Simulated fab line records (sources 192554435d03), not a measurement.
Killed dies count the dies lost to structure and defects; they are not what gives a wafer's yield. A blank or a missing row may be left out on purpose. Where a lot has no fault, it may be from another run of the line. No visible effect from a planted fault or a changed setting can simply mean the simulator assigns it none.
Comparing a struck lot with a sound one ; flow n5-finfet ; 6 steps out of a route of 1938
Sound: wafers L913.1, L913.2, L913.6. Struck: wafer L917.4. (L917.1, L917.5 of the same lot were not struck and are left out.) The cause comes at the end.
Order at every step that has rows: each side's tool, ch and its chambers, its first start. Under that, the readings that differ: sound wafers ; struck wafers ; difference of the means ; sigmas: that difference in standard deviations of wafers without a fault.
alike: readings with means less than 2 such deviations apart, plus words and numbers identical on both sides. not compared: withheld readings, readings lacking a value on some wafer, bounds such as >300 that could conceal the same value, and numbers that have no deviation in the record and whose values overlap.
The two part at a step that has a row with sigmas, a row that says differs or no value, or rows on one side only. Numbers that don't overlap but have no deviation are shown without sigmas and don't part them. A reading that every wafer of one side lacks parts them only if that side has two wafers or more.

N5_START_INSPECT_01: inspects for defects (unpatterned scan).
  sound on defect-inspect-02, day 2 00:02; struck on defect-inspect-01, day 3 00:02
  alike: raw-defect-count
then, 2 steps without rows for these wafers: N5_ZERO_LAYER_PRECLEAN_00 (cleans in SPM, time 600 s); N5_ZERO_LAYER_SRD_01 (time 30 s, dry time 30 s).
N5_ZERO_LAYER_PECVD_02: deposits SiO2 from SiH4/N2O, target thk 10 nm, time 6 s.
  sound on pecvd-04 ch 0,2, day 2 00:17; struck on pecvd-01 ch 1, day 3 00:17
reading;sound;struck;difference;sigmas
model.SiO2_of_ZERO_LAYER_PECVD_02.thk-nm (nm);9.986 9.87 10.07;9.073;-0.902;
  alike: heater-power-w, showerhead-plenum-p-Torr, showerhead-vpp-V
  not compared: susceptor-temp-C
then, 1 step without rows for these wafers: N5_ZERO_LAYER_HMDS_04 (time 60 s).
-- a jump in the record: the struck wafers' starts before and after are 6 days apart (it breaks off in module ZERO_LAYER and resumes in module BEOL_M4, where the first step shown is number 1111 of the route) --
N5_BEOL_M4_RC_MEAS_101:
  sound on prober-02 ch 0, day 8 12:55; struck on prober-01 ch 0, day 9 06:11
  alike: DIBL_N, DIBL_P, IOFF_N, IOFF_P, ION_N, ION_P, SS_N, SS_P, VT_N, VT_P

== WHERE THEY PART ==
Nowhere in this record.

WHY: what had been put in by the simulator
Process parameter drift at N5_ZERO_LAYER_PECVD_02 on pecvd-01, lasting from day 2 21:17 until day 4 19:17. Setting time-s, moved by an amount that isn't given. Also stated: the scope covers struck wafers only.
